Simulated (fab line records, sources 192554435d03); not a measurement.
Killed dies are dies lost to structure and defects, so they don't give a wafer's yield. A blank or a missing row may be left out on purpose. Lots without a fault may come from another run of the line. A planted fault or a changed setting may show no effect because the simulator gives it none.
Which tool did it? | flow n5_finfet | 6 lots, 18 wafers sampled, at 1 step of a route of 1938

WHAT THE GAUGES READ, wafer by wafer
N5_BEOL_M15_RS_MEAS_54: measures by four-point-probe.
lot  | measured     | on            | M15_RS (ohm/sq)
L283 | day 12 18:38 | film_metro-01 | 0.0215 0.0213 0.0212
L284 | day 13 00:01 | film_metro-02 | 0.0215 0.0217 0.0216
L289 | day 13 20:11 | film_metro-02 | 0.0215 0.0215 0.0214
L290 | day 15 19:35 | film_metro-01 | 0.0216 0.0210 0.0216
L293 | day 16 04:46 | film_metro-02 | 0.0220 0.0217 0.0218
L302 | day 18 02:53 | film_metro-01 | 0.0212 0.0218 0.0209

WHICH TOOL RAN EACH LOT (tool, then ch and the chambers of the sampled wafers, then the start)
The record holds no process step before these readings.

THE ANSWER, worked out from the rows above alone
Rule: what is usual is taken from the lots themselves. Put in order of their means at a reading, lots are off if they are a third of the lots or fewer, leave a main group of 4 or more, and stand apart from it by a gap of 3 or more times the standard deviation of the main group's means; of several such gaps the widest counts. A main group whose means are all the same, to the digits that the tables above print for the reading, isn't used. A lot without any number at a reading at which 4 lots or more have one is off too. The other lots that the step has rows for count as sound.
No lot is off at any reading shown: from this, nothing can be told.

WHAT THE SIMULATOR HAD PUT IN
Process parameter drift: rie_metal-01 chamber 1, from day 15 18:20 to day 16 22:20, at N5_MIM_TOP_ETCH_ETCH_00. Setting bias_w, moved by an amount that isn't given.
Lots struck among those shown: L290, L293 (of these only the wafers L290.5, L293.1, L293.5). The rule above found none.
